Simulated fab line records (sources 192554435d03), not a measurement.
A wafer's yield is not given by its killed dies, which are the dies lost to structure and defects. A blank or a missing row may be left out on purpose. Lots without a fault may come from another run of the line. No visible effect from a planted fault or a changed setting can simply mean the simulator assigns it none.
Chamber matching -- flow n5Finfet -- 4 sister chambers for N5_BEOL_M12_CMP_49 on cmp-03
The step polishes, stops on SiOC, t overpolish 20.6 s, target thk 320 nm. 8 wafers are shown with their chamber, then 8 later ones without.

== WAFERS WITH THEIR CHAMBER ==
wafer,chamber,motorCurrentA (A),barrierFieldEndpointS (s)
L080.1,3,6.6,30.2
L080.6,0,6.3,30.8
L081.1,0,6.4,30.8
L081.5,1,6.1,30.4
L083.2,3,6.6,30.6
L083.4,1,5.9,31.8
L083.6,2,6.5,30.6
L082.3,2,6.4,29.3

== WAFERS MISSING THEIR CHAMBER ==
wafer,motorCurrentA (A),barrierFieldEndpointS (s)
L082.4,6.4,30.1
L082.6,6.5,29.0
L086.2,6.4,28.6
L086.3,6.4,29.7
L086.5,6.6,28.9
L087.1,6.4,30.2
L087.4,6.1,30.4
L087.5,6.0,29.8

== EACH ONE'S CHAMBER ==
wafer,from the rows above,in truth
L082.4,can't be placed: 2 or 0 or 3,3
L082.6,can't be placed: 2 or 3 or 0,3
L086.2,can't be placed: 2 or 0 or 3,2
L086.3,can't be placed: 2 or 0 or 3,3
L086.5,can't be placed: 3 or 2 or 0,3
L087.1,can't be placed: 2 or 0 or 3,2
L087.4,can't be placed: 1 or 0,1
L087.5,1,1
Correctly placed: 1 of 8. From these rows, 7 cannot be placed; in 7 the true chamber is one of the candidates. Wrongly placed: 0.
How it was worked out, from the rows above alone: a wafer's distance from a chamber is the root of the sum, over the readings, of the square of ((its reading less the chamber's mean) divided by the reading's scatter). If the next closest chamber is less than 2 further off than the closest, the wafer can't be placed; otherwise it belongs to the closest. Each chamber's mean is taken over the wafers shown for it. How the scatter is found: for the shown wafers, subtract from each reading the mean of its chamber, square and add these, divide the total by (wafers less chambers), then take the root.
